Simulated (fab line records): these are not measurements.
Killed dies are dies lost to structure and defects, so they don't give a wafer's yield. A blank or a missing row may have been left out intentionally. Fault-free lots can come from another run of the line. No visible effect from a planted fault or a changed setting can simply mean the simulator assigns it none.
fab line records | flow n5-finfet
[record] lots = 6 | wafers = 17 | last-day = 19
route steps=1938 shown SD_EPI_N@262 BEOL_M4@1111 PASSIVATION@1936
lots untouched by any fault: they come from a run of this same line in which no faults occurred
start-h: hours from the record's first day to the start of the lot's first wafer shown | wait-h: how many hours have passed since the lot's step before this one | " repeats the value in the row above | L1.1+2: several wafers, shown together as one row | - no value, or no start given | * or withheld: withheld | < > ~ a bound
route shown NAME@n: a module of which the file shows steps, and the number in the route of the first | usual: mean and standard deviation over wafers with no fault | same: alike in all rows | chamber/n: place in a boat | sites: the reading at each site | _std_site: their standard deviation | _edge_site: mean of outer sites minus mean of inner sites | radius-mm: for every site, how far away it sits from the centre of the wafer | mask NAME#n: copy n | behind: tool/chamber where the wafer was last shaped | hold: reason for holding the lot/hours on hold/outcome of the hold | device: transistor that didn't switch, given as n, p or np | end of line: at the end of the route, the tests of the same wafers | a step without rows: its recipe alone | killed: count of dies lost to structure and defects at first sort (not the wafer's yield) | map: dies across one wafer; x = killed, . = not, _ = none there
set.NAME: the setting the step ran with; set.NAME@STEP: the setting that earlier step ran with | model.NAME: the simulator's own value behind a step, which no gauge read
lots at some steps of the route; a table a step, a row a wafer
services: a tool's chamber out of use, with start hour (start-h, from the record's first day; less than 0 if before it), hours out, and reason
[[steps]]
[step N5_SD_EPI_N_COAT_32]
[recipe] resist = SOC | temp-c = 250 | time-s = 60 | spin-rpm = 1500 | resist-thk-nm = 350
[step N5_SD_EPI_N_COAT_33]
[recipe] resist = SiARC | temp-c = 220 | time-s = 60 | spin-rpm = 1500 | resist-thk-nm = 35
[step N5_SD_EPI_N_COAT_03]
[recipe] resist = CAR-ArF-block | spin-rpm = 1500 | resist-thk-nm = 150
[step N5_SD_EPI_N_EBR_05]
[recipe] solvent = PGMEA | ebr-width-mm = 1.5
[step N5_SD_EPI_N_SOFTBAKE_04]
[recipe] temp-c = 110 | time-s = 60 | resist = CAR-ArF-block
[step N5_SD_EPI_N_EXPOSE_06]
[recipe] mask-id = SD_N_BLK | na = 1.35 | source-shape = conventional | sigma-outer = 0.8 | polarization = unpolarized | target-cd-nm = 120 | dose-mj = 39.75
[step N5_SD_EPI_N_PEB_07]
[recipe] peb-temp-c = 110 | peb-time-s = 60 | resist = CAR-ArF-block
[step N5_SD_EPI_N_DEVELOP_08]
[recipe] develop-time-s = 30 | developer = TMAH | resist = CAR-ArF-block | dev-temp-c = 23 | rinse-liquid = diw | dry = air-spin
[step N5_SD_EPI_N_CD_MEAS_09]
[recipe] target-cd-nm = 120 | landing-energy-ev = 500 | detector = se-inlens
[usual] cd-nm = 120.2/1
lot.wafer | tool      | chamber | start-h | wait-h | cd-nm
L158.1    | cd-sem-03 | 0       | 78.29   | -      | 119.4
L158.5    | "         | 0       | "       | "      | 117.7
L158.6    | "         | 0       | "       | "      | 118.9
L159.1    | cd-sem-03 | 0       | 88.28   | -      | 121.1
L159.3    | "         | 0       | "       | "      | 121.8
L159.6    | "         | 0       | "       | "      | 120.2
L160.3    | cd-sem-03 | 0       | 95.52   | -      | 120.3
L160.4    | "         | 0       | "       | "      | 119.8
L160.5    | "         | 0       | "       | "      | 120.6
L162.3    | cd-sem-02 | 0       | 107.64  | -      | 120.7
L162.4    | "         | 0       | "       | "      | 121.6
L162.6    | "         | 0       | "       | "      | 120.5
L164.1    | cd-sem-02 | 0       | 120.65  | -      | 118.8
L164.4    | "         | 0       | "       | "      | 118.3
L164.5    | "         | 0       | "       | "      | 118.4
L170.2    | cd-sem-01 | 0       | 149.58  | -      | 119.5
L170.3    | "         | 0       | "       | "      | 120.3
[step N5_SD_EPI_N_OVL_MEAS_10]
[recipe] points-per-wafer = 44
[usual] SD_N_BLK_OVL = 0.4/0.84
lot.wafer | tool       | chamber | start-h | wait-h | SD_N_BLK_OVL[nm]
L158.1    | overlay-01 | 0       | 78.32   | 0.0    | 0.4
L158.5    | "          | 0       | "       | "      | 0.8
L158.6    | "          | 0       | "       | "      | 0.2
L159.1    | overlay-01 | 0       | 88.32   | 0.0    | 0.7
L159.3    | "          | 0       | "       | "      | 0.4
L159.6    | "          | 0       | "       | "      | -0.1
L160.3    | overlay-02 | 0       | 95.55   | 0.0    | 1.3
L160.4    | "          | 0       | "       | "      | 2.2
L160.5    | "          | 0       | "       | "      | 1.8
L162.3    | overlay-02 | 0       | 107.67  | 0.0    | -0.1
L162.4    | "          | 0       | "       | "      | 0.0
L162.6    | "          | 0       | "       | "      | 1.1
L164.1    | overlay-02 | 0       | 120.68  | 0.0    | -1.1
L164.4    | "          | 0       | "       | "      | 0.0
L164.5    | "          | 0       | "       | "      | -0.2
L170.2    | overlay-01 | 0       | 149.61  | 0.0    | 0.7
L170.3    | "          | 0       | "       | "      | 0.3
[step N5_SD_EPI_N_INSPECT_11]
[recipe] mode = adi | inspect-instrument = macro
[usual] raw-defect-count = 2.0/1.5
lot.wafer | tool              | chamber | start-h | wait-h | raw-defect-count
L158.1    | defect-inspect-02 | -       | 78.35   | 0.0    | 0
L158.5    | "                 | -       | "       | "      | 3
L158.6    | "                 | -       | "       | "      | 2
L159.1    | defect-inspect-02 | -       | 88.34   | 0.0    | 2
L159.3    | "                 | -       | "       | "      | 1
L159.6    | "                 | -       | "       | "      | 2
L160.3    | defect-inspect-02 | -       | 95.58   | 0.0    | 1
L160.4    | "                 | -       | "       | "      | 2
L160.5    | "                 | -       | "       | "      | 2
L162.3    | defect-inspect-01 | -       | 107.69  | 0.0    | 3
L162.4    | "                 | -       | "       | "      | 1
L162.6    | "                 | -       | "       | "      | 3
L164.1    | defect-inspect-02 | -       | 120.70  | 0.0    | 2
L164.4    | "                 | -       | "       | "      | 1
L164.5    | "                 | -       | "       | "      | 1
L170.2    | defect-inspect-02 | -       | 149.64  | 0.0    | 1
L170.3    | "                 | -       | "       | "      | 4
[step N5_SD_EPI_N_DESCUM_14]
[recipe] chemistry = O2 | time-s = 7.9 | source-power-w = 50 | bias-power-w = 20 | pressure-mtorr = 20 | rf-frequency-hz = 2.712e+07 | temp-c = 40 | resist = CAR-ArF-block | o2-flow-sccm = 225
[usual] chamber-pressure-mTorr = 20.002/0.017 | drypump-motor-current-A = 6.0/0.4 | oes-product-au = 0.80/0.091 | rf-vpp-V = 243.7/1.4 | showerhead-plenum-p-Torr = 2.13/0.076 | throttle-valve-pct = 20.33/0.29
lot.wafer | tool        | chamber | start-h | wait-h | chamber-pressure-mTorr | drypump-motor-current-A | oes-product-au | rf-hours-counter-h | rf-vpp-V | showerhead-plenum-p-Torr | throttle-valve-pct
L158.1    | rie-diel-05 | 2       | 78.38   | 0.0    | 20.002                 | 5.8                     | 0.93           | 11                 | 242.8    | 2.12                     | 19.99
L158.5    | "           | 0       | "       | "      | 19.999                 | 5.7                     | 0.86           | -                  | 244.9    | 2.23                     | 20.04
L158.6    | "           | 1       | "       | "      | 19.990                 | 6.2                     | 0.68           | -                  | 241.0    | 1.98                     | 20.80
L159.1    | rie-diel-05 | 1       | 88.37   | 0.0    | 20.006                 | 6.2                     | 0.69           | 247                | 240.9    | 1.97                     | 20.79
L159.3    | "           | 2       | "       | "      | 19.985                 | 5.7                     | 0.92           | 14                 | 243.5    | 2.11                     | 19.99
L159.6    | "           | 1       | "       | "      | 20.031                 | 6.2                     | 0.68           | -                  | 241.4    | 1.97                     | 20.78
L160.3    | rie-diel-01 | 2       | 95.61   | 0.0    | 19.972                 | 5.6                     | 0.75           | 147                | 244.5    | 2.08                     | 20.06
L160.4    | "           | 1       | "       | "      | 19.989                 | 5.9                     | 0.71           | 205                | 243.1    | 2.09                     | 20.85
L160.5    | "           | 2       | "       | "      | 19.980                 | 5.5                     | 0.75           | -                  | 244.1    | 2.08                     | 20.04
L162.3    | rie-diel-01 | 3       | 107.73  | 0.0    | 20.011                 | 6.4                     | 0.76           | 147                | 241.6    | 2.10                     | 20.17
L162.4    | "           | 2       | "       | "      | 20.009                 | 5.6                     | 0.75           | 152                | 242.3    | 2.08                     | 20.09
L162.6    | "           | 1       | "       | "      | 19.984                 | 5.9                     | 0.70           | -                  | 243.2    | 2.09                     | 20.85
L164.1    | rie-diel-05 | 1       | 121.02  | 0.3    | 19.987                 | 6.2                     | 0.68           | 255                | 242.4    | 1.97                     | 20.79
L164.4    | "           | 0       | "       | "      | 19.964                 | 5.7                     | 0.84           | -                  | 245.3    | 2.22                     | 20.07
L164.5    | "           | 1       | "       | "      | 19.992                 | 6.2                     | 0.68           | -                  | 242.1    | 1.97                     | 20.80
L170.2    | rie-diel-04 | 0       | 150.22  | 0.6    | 20.001                 | 5.1                     | 0.68           | 230                | 242.7    | 2.06                     | 20.69
L170.3    | "           | 3       | "       | "      | 19.995                 | 5.6                     | 0.70           | 232                | 244.9    | 2.15                     | 20.49
[step N5_SD_EPI_N_ETCH_34]
[recipe] chemistry = CF4 | target = SiARC | target-depth-a = 455 | mask-material = CAR-ArF-block | time-s = 75.8 | ion-energy-ev = 80 | pressure-mtorr = 40 | source-w = 545 | bias-w = 36 | Ar_flow_sccm = 100 | cf4-flow-sccm = 100 | ends = cleared
[usual] chamber-pressure-mTorr = 40.00/0.037 | drypump-motor-current-A = 6.0/0.4 | etch-rf-on-time-s = 75.9/2.2 | oes-product-au = 0.69/0.079 | rf-vpp-V = 184.4/1.1 | showerhead-plenum-p-Torr = 2.17/0.072 | throttle-valve-pct = 15.51/0.24
lot.wafer | tool        | chamber | start-h | wait-h | chamber-pressure-mTorr | drypump-motor-current-A | etch-rf-on-time-s | oes-product-au | rf-hours-counter-h | rf-vpp-V | showerhead-plenum-p-Torr | throttle-valve-pct
L158.1    | rie-diel-05 | 2       | 78.42   | 0.0    | 40.03                  | 5.7                     | 77.7              | 0.80           | 11                 | 185.0    | 2.19                     | 15.36
L158.5    | "           | 0       | "       | "      | 40.03                  | 5.7                     | 73.0              | 0.77           | -                  | 184.5    | 2.26                     | 15.18
L158.6    | "           | 1       | "       | "      | 40.00                  | 6.2                     | 77.8              | 0.58           | -                  | 183.3    | 2.03                     | 16.00
L159.1    | rie-diel-05 | 1       | 88.41   | 0.0    | 40.00                  | 6.2                     | 97.7              | 0.51           | 247                | 183.3    | 2.03                     | 16.00
L159.3    | "           | 2       | "       | "      | 39.96                  | 5.8                     | 78.4              | 0.77           | 14                 | 184.1    | 2.19                     | 15.35
L159.6    | "           | 1       | "       | "      | 39.98                  | 6.2                     | 97.4              | 0.51           | -                  | 182.8    | 2.03                     | 15.99
L160.3    | rie-diel-01 | 2       | 95.64   | 0.0    | 39.96                  | 5.5                     | 75.7              | 0.65           | 147                | 185.7    | 2.14                     | 15.45
L160.4    | "           | 1       | "       | "      | 39.99                  | 5.9                     | 76.2              | 0.60           | 205                | 184.6    | 2.13                     | 15.86
L160.5    | "           | 2       | "       | "      | 40.06                  | 5.6                     | 75.1              | 0.65           | -                  | 183.6    | 2.14                     | 15.44
L162.3    | rie-diel-01 | 3       | 107.76  | 0.0    | 39.99                  | 6.4                     | 79.0              | 0.63           | 147                | 184.1    | 2.13                     | 15.34
L162.4    | "           | 2       | "       | "      | 39.95                  | 5.5                     | 74.4              | 0.65           | 152                | 183.2    | 2.14                     | 15.44
L162.6    | "           | 1       | "       | "      | 39.98                  | 5.9                     | 75.4              | 0.59           | -                  | 184.3    | 2.13                     | 15.89
L164.1    | rie-diel-05 | 1       | 121.06  | 0.0    | 39.98                  | 6.2                     | 96.0              | 0.51           | 255                | 182.1    | 2.03                     | 16.02
L164.4    | "           | 0       | "       | "      | 40.02                  | 5.7                     | 73.5              | 0.74           | -                  | 185.3    | 2.26                     | 15.20
L164.5    | "           | 1       | "       | "      | 39.94                  | 6.2                     | 95.4              | 0.51           | -                  | 181.2    | 2.03                     | 16.01
L170.2    | rie-diel-04 | 0       | 150.25  | 0.0    | 40.00                  | 5.1                     | 75.4              | 0.59           | 230                | 183.7    | 2.10                     | 15.90
L170.3    | "           | 3       | "       | "      | 39.98                  | 5.7                     | 71.7              | 0.62           | 232                | 183.6    | 2.19                     | 15.70
[step N5_SD_EPI_N_ETCH_35]
[recipe] chemistry = N2/H2 | target = SOC | overetch-a = 1080 | mask-material = SiARC | temp-c = 40 | ion-energy-ev = 100 | source-w = 3000 | bias-w = 133 | pressure-mtorr = 20 | time-s = 486 | n2-flow-sccm = 200 | h2-flow-sccm = 200
[usual] chamber-pressure-mTorr = 20.000/0.018 | drypump-motor-current-A = 6.0/0.4 | oes-product-au = 0.72/0.08 | rf-vpp-V = 241.2/1.4 | showerhead-plenum-p-Torr = 2.58/0.091 | throttle-valve-pct = 23.8/0.44
lot.wafer | tool        | chamber | start-h | wait-h | chamber-pressure-mTorr | drypump-motor-current-A | oes-product-au | rf-hours-counter-h | rf-vpp-V | showerhead-plenum-p-Torr | throttle-valve-pct
L158.1    | rie-diel-05 | 2       | 78.47   | 0.0    | 20.002                 | 5.8                     | 0.84           | 11                 | 241.1    | 2.60                     | 23.7
L158.5    | "           | 0       | "       | "      | 20.031                 | 5.7                     | 0.78           | -                  | 239.9    | 2.68                     | 23.0
L158.6    | "           | 1       | "       | "      | 20.006                 | 6.2                     | 0.62           | -                  | 238.1    | 2.41                     | 24.5
L159.1    | rie-diel-05 | 1       | 88.46   | 0.0    | 20.020                 | 6.2                     | 0.61           | 247                | 240.1    | 2.41                     | 24.5
L159.3    | "           | 2       | "       | "      | 20.001                 | 5.7                     | 0.83           | 15                 | 242.0    | 2.60                     | 23.7
L159.6    | "           | 1       | "       | "      | 19.992                 | 6.2                     | 0.61           | -                  | 240.1    | 2.41                     | 24.5
L160.3    | rie-diel-01 | 2       | 95.70   | 0.0    | 20.031                 | 5.5                     | 0.68           | 147                | 241.8    | 2.55                     | 23.5
L160.4    | "           | 1       | "       | "      | 19.968                 | 5.9                     | 0.63           | 206                | 239.8    | 2.50                     | 24.2
L160.5    | "           | 2       | "       | "      | 20.003                 | 5.5                     | 0.68           | -                  | 240.8    | 2.55                     | 23.5
L162.3    | rie-diel-01 | 3       | 107.82  | 0.0    | 19.996                 | 6.5                     | 0.69           | 147                | 240.3    | 2.54                     | 23.4
L162.4    | "           | 2       | "       | "      | 20.007                 | 5.6                     | 0.67           | 152                | 239.8    | 2.55                     | 23.5
L162.6    | "           | 1       | "       | "      | 20.005                 | 6.0                     | 0.62           | -                  | 240.8    | 2.50                     | 24.2
L164.1    | rie-diel-05 | 1       | 121.11  | 0.0    | 19.997                 | 6.2                     | 0.62           | 255                | 238.4    | 2.40                     | 24.6
L164.4    | "           | 0       | "       | "      | 19.989                 | 5.7                     | 0.77           | -                  | 242.5    | 2.67                     | 23.0
L164.5    | "           | 1       | "       | "      | 19.988                 | 6.2                     | 0.61           | -                  | 239.6    | 2.40                     | 24.5
L170.2    | rie-diel-04 | 0       | 150.31  | 0.0    | 20.036                 | 5.1                     | 0.63           | 231                | 241.6    | 2.51                     | 24.1
L170.3    | "           | 3       | "       | "      | 19.974                 | 5.7                     | 0.64           | 232                | 240.6    | 2.61                     | 23.8
[step N5_BEOL_M4_RC_MEAS_101]
[usual] DIBL_N = 37.7/2 | DIBL_P = 37.7/2.3 | IOFF_N = 0.18/0.039 | IOFF_P = 0.23/0.042 | ION_N = 681/12 | ION_P = 463/8 | SS_N = 71.9/0.68 | SS_P = 73.6/0.71 | VT_N = 248/3.2 | VT_P = -249/3.1
lot.wafer | tool      | chamber | start-h | wait-h | DIBL_N[mV/V] | DIBL_P[mV/V] | IOFF_N[nA/um] | IOFF_P[nA/um] | ION_N[uA/um] | ION_P[uA/um] | SS_N[mV/dec] | SS_P[mV/dec] | VT_N[mV] | VT_P[mV]
L158.1    | prober-02 | 0       | 281.36  | 0.0    | 37.1         | 38.8         | 0.19          | 0.24          | 686          | 468          | 72.3         | 73.6         | 247      | -249
L158.5    | "         | 0       | "       | "      | 35.6         | 36.8         | 0.15          | 0.20          | 663          | 452          | 71.7         | 72.9         | 250      | -251
L158.6    | "         | 0       | "       | "      | 36.3         | 36.9         | 0.16          | 0.21          | 672          | 458          | 71.6         | 73.3         | 248      | -252
L160.3    | prober-01 | 0       | 298.88  | 0.3    | 39.3         | 38.7         | 0.21          | 0.23          | 677          | 460          | 72.5         | 73.9         | 244      | -252
L160.4    | "         | 0       | "       | "      | 37.5         | 38.0         | 0.18          | 0.21          | 678          | 464          | 72.2         | 73.0         | 248      | -252
L160.5    | "         | 0       | "       | "      | 41.3         | 42.4         | 0.25          | 0.28          | 678          | 454          | 73.0         | 74.6         | 245      | -249
L159.1    | prober-01 | 0       | 305.30  | 0.0    | 38.7         | 38.8         | 0.22          | 0.23          | 690          | 462          | 72.8         | 74.3         | 246      | -248
L159.3    | "         | 0       | "       | "      | 36.3         | 37.4         | 0.16          | 0.19          | 685          | 465          | 72.2         | 73.8         | 250      | -249
L159.6    | "         | 0       | "       | "      | 36.6         | 38.5         | 0.18          | 0.22          | 701          | 473          | 72.0         | 73.5         | 244      | -249
L162.3    | prober-01 | 0       | 310.26  | 0.3    | 40.5         | 41.4         | 0.24          | 0.33          | 702          | 483          | 72.5         | 74.7         | 245      | -243
L162.4    | "         | 0       | "       | "      | 37.3         | 37.3         | 0.18          | 0.25          | 683          | 469          | 71.3         | 73.2         | 246      | -245
L162.6    | "         | 0       | "       | "      | 38.5         | 38.3         | 0.19          | 0.26          | 669          | 464          | 71.7         | 73.8         | 250      | -248
L164.1    | prober-01 | 0       | 317.17  | 0.0    | 39.6         | 39.1         | 0.22          | 0.26          | 696          | 469          | 72.3         | 73.6         | 241      | -246
L164.4    | "         | 0       | "       | "      | 36.9         | 36.4         | 0.16          | 0.20          | 678          | 456          | 71.9         | 73.1         | 247      | -251
L164.5    | "         | 0       | "       | "      | 38.7         | 39.5         | 0.19          | 0.25          | 696          | 475          | 71.7         | 74.1         | 246      | -250
L170.2    | prober-02 | 0       | 348.60  | 0.2    | 37.6         | 35.4         | 0.19          | 0.23          | 685          | 471          | 71.3         | 73.7         | 245      | -247
L170.3    | "         | 0       | "       | "      | 37.2         | 36.4         | 0.17          | 0.23          | 674          | 463          | 71.4         | 73.9         | 248      | -250
[step N5_PASSIVATION_PROBE_49]
[usual] defect-limited-yield = 91.1/1.4 | killed_at_M0_to_M3 = 34/9.6 | killed_at_M4_up = 15/5.3 | killed-at-contacts = 12/6.1 | killed-at-front-end = 40/11 | killed-at-other = 3.5/2.8 | killed-dies = 105/17 | killed-open = 70/12 | killed-short = 34/7.7 | sort_bin_5_function = 5.2/0.97 | sort_bin_6_memory = 3.4/0.62 | sort-n-pass = 1075/17 | sort-yield-pct = 91.1/1.4
[same] gross-dies = 1180 | killed-at-back-side = 0 | sort_bin_4_leakage[%] = 0 | sort_bin_8_speed[%] = 0
lot.wafer | tool      | chamber | start-h | wait-h | defect-limited-yield[%] | killed_at_M0_to_M3 | killed_at_M4_up | killed-at-contacts | killed-at-front-end | killed-at-other | killed-dies | killed-open | killed-short | sort_bin_5_function[%] | sort_bin_6_memory[%] | sort-n-pass | sort-yield-pct[%]
L160.3    | prober-02 | -       | 407.94  | 0.1    | 91.6                    | 51                 | 15              | 12                 | 16                  | 5               | 99          | 60          | 39           | 4.6                    | 3.6                  | 1081        | 91.6
L160.4    | prober-02 | -       | 407.99  | 0.2    | 91.8                    | 51                 | 13              | 2                  | 29                  | 2               | 97          | 57          | 40           | 4.7                    | 3.0                  | 1083        | 91.8
L160.5    | prober-02 | -       | 408.04  | 0.2    | 92.9                    | 39                 | 9               | 9                  | 23                  | 4               | 84          | 62          | 20           | 4.1                    | 2.8                  | 1096        | 92.9
L162.3    | prober-02 | -       | 408.24  | 0.2    | 90.8                    | 44                 | 11              | 15                 | 33                  | 6               | 109         | 70          | 38           | 5.9                    | 3.0                  | 1071        | 90.8
L162.4    | prober-02 | -       | 408.29  | 0.3    | 90.1                    | 41                 | 16              | 15                 | 37                  | 8               | 117         | 78          | 37           | 6.9                    | 2.5                  | 1063        | 90.1
L162.6    | prober-02 | -       | 408.39  | 0.4    | 91.1                    | 16                 | 9               | 25                 | 52                  | 3               | 105         | 72          | 22           | 4.7                    | 3.1                  | 1075        | 91.1
L159.1    | prober-01 | -       | 412.19  | 0.0    | 87.9                    | 53                 | 7               | 35                 | 44                  | 4               | 143         | 85          | 44           | 6.6                    | 3.9                  | 1037        | 87.9
L164.4    | prober-01 | -       | 420.67  | 0.2    | 90.7                    | 40                 | 16              | 7                  | 44                  | 3               | 110         | 67          | 33           | 5.3                    | 3.0                  | 1070        | 90.7
L164.5    | prober-01 | -       | 420.72  | 0.2    | 90.8                    | 23                 | 21              | 7                  | 56                  | 2               | 109         | 73          | 26           | 5.2                    | 3.0                  | 1071        | 90.8
L170.2    | prober-02 | -       | 449.90  | 0.1    | 91.6                    | 21                 | 13              | 7                  | 55                  | 3               | 99          | 74          | 25           | 4.6                    | 3.5                  | 1081        | 91.6
L170.3    | prober-02 | -       | 449.95  | 0.1    | 89.7                    | 43                 | 12              | 15                 | 47                  | 4               | 121         | 81          | 37           | 5.5                    | 4.0                  | 1059        | 89.7
// killed by level:class
L160.3 BEOL_M0_SAQP:geometric-particle:short=17 MOL_CONTACT_COAG:geometric-particle:open=10 BEOL_M0_SAQP:geometric-particle:open=9 BEOL_M1:geometric-particle:open=7 BEOL_M3:geometric-particle:open=7 BEOL_M1:geometric-particle:short=5 BEOL_M2:geometric-particle:open=5 STI_FIN_REVEAL:geometric-particle:open=4
L160.4 BEOL_M2:geometric-particle:open=11 BEOL_M0_SAQP:geometric-particle:short=9 BEOL_M0_SAQP:geometric-particle:open=7 BEOL_M5:geometric-particle:open=6 FIN_SAQP:geometric-particle:open=6 BEOL_M0:geometric-particle:open=6 FIN_SAQP:geometric-particle:short=5 BEOL_M1:geometric-particle:open=5
L160.5 BEOL_M3:geometric-particle:open=10 MOL_CONTACT_COAG:geometric-particle:open=8 BEOL_M0_SAQP:geometric-particle:open=7 BEOL_M1:geometric-particle:open=7 STI_FIN_REVEAL:geometric-particle:open=5 BEOL_M0_SAQP:geometric-particle:short=5 FIN_SAQP:geometric-particle:open=4 STARTING-WAFER:geometric-particle:open=4
L162.3 BEOL_M0_SAQP:geometric-particle:short=11 MOL_CONTACT_COAG:geometric-particle:open=10 BEOL_M1:geometric-particle:open=9 BEOL_M2:geometric-particle:open=9 STI_FIN_REVEAL:geometric-particle:open=8 BEOL_M0_SAQP:geometric-particle:open=8 GATE_CUT:geometric-particle:short=5 MOL_CONTACT_COAG:geometric-particle:short=5
L162.4 MOL_CONTACT_COAG:geometric-particle:open=10 BEOL_M0_SAQP:geometric-particle:open=9 BEOL_M2:geometric-particle:open=9 DUMMY_GATE:geometric-particle:open=8 BEOL_M1:geometric-particle:open=8 FIN_SAQP:geometric-particle:open=6 BEOL_M0_SAQP:geometric-particle:short=6 BEOL_M2:geometric-particle:short=6
L162.6 MOL_CONTACT_COAG:geometric-particle:open=19 STI_FIN_REVEAL:geometric-particle:open=14 FIN_SAQP:geometric-particle:open=9 HKMG_FIN:area-etch=9 BEOL_M0_SAQP:geometric-particle:open=7 MOL_CONTACT_COAG:geometric-particle:short=6 STARTING-WAFER:geometric-particle:short=4 BEOL_M2:geometric-particle:open=4
L159.1 MOL_CONTACT_COAG:geometric-particle:open=24 BEOL_M0_SAQP:geometric-particle:open=18 HKMG_FIN:area-etch=14 MOL_CONTACT_COAG:geometric-particle:short=11 BEOL_M0_SAQP:geometric-particle:short=9 BEOL_M3:geometric-particle:open=7 DUMMY_GATE:geometric-particle:open=6 FIN_SAQP:geometric-particle:open=5
L164.4 FIN_SAQP:geometric-particle:open=11 HKMG_FIN:area-etch=10 FIN_SAQP:geometric-particle:short=9 BEOL_M1:geometric-particle:open=9 BEOL_M0_SAQP:geometric-particle:open=9 MOL_CONTACT_COAG:geometric-particle:open=6 BEOL_M4:geometric-particle:open=6 BEOL_M0_SAQP:geometric-particle:short=6
L164.5 BEOL_M4:geometric-particle:open=12 HKMG_FIN:area-etch=10 BEOL_M3:geometric-particle:open=9 FIN_SAQP:geometric-particle:open=8 GATE_CUT:geometric-particle:short=8 BEOL_M1:geometric-particle:open=7 DUMMY_GATE:geometric-particle:open=6 MOL_CONTACT_COAG:geometric-particle:open=6
L170.2 STI_FIN_REVEAL:geometric-particle:open=18 FIN_SAQP:geometric-particle:open=16 MOL_CONTACT_COAG:geometric-particle:open=6 STARTING-WAFER:geometric-particle:short=6 FIN_SAQP:geometric-particle:short=5 BEOL_M0_SAQP:geometric-particle:short=5 STI_FIN_REVEAL:geometric-particle:short=4 DUMMY_GATE:geometric-particle:open=4
L170.3 BEOL_M0_SAQP:geometric-particle:open=16 MOL_CONTACT_COAG:geometric-particle:open=13 FIN_SAQP:geometric-particle:short=11 BEOL_M2:geometric-particle:open=9 STI_FIN_REVEAL:geometric-particle:open=8 FIN_SAQP:geometric-particle:open=7 BEOL_M0_SAQP:geometric-particle:short=7 BEOL_M3:geometric-particle:open=6
[[services]]
tool        | chamber | start-h | hours | kind
rie-diel-05 | 3       | 89.42   | -     | clean
rie-diel-05 | 3       | 89.42   | -     | consumable-replace:focus-ring
rie-diel-05 | 3       | 89.42   | -     | consumable-replace:showerhead
rie-diel-05 | 3       | 89.42   | 32.7  | scheduled-down
rie-diel-05 | 3       | 89.42   | 32.7  | vent-cycle
rie-diel-05 | -       | 89.99   | 15.6  | pm
rie-diel-01 | -       | 109.73  | 14.6  | pm
rie-diel-05 | 1       | 122.16  | -     | clean
rie-diel-05 | 1       | 122.16  | -     | consumable-replace:focus-ring
rie-diel-05 | 1       | 122.16  | -     | consumable-replace:showerhead
rie-diel-05 | 1       | 122.16  | 17.9  | scheduled-down
rie-diel-05 | 1       | 122.16  | 17.9  | vent-cycle
[[key]]
[first-sign] step = N5_SD_EPI_N_ETCH_34 | reading = etch-rf-on-time-s | direction = up | sigmas = 9.6 | usual = * | struck = *
effect none on later readings
met-at N5_SD_EPI_N_ETCH_34
struck-wafers L159.1,L159.6,L164.1,L164.5
[baseline-loss] step = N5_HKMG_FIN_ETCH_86 | wafers = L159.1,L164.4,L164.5
onset-between 78.42 88.41
[fault] kind = process-parameter-drift | tool = rie-diel-05 | chamber = 1 | onset-h = 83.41 | steps = N5_SD_EPI_N_ETCH_34 | channel = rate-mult | offset = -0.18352 | shape = step | end-h = 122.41
// baseline-loss: these wafers lose ten dies or more at that step, a loss of the line's own and not of a fault; the sort's usual values leave them out
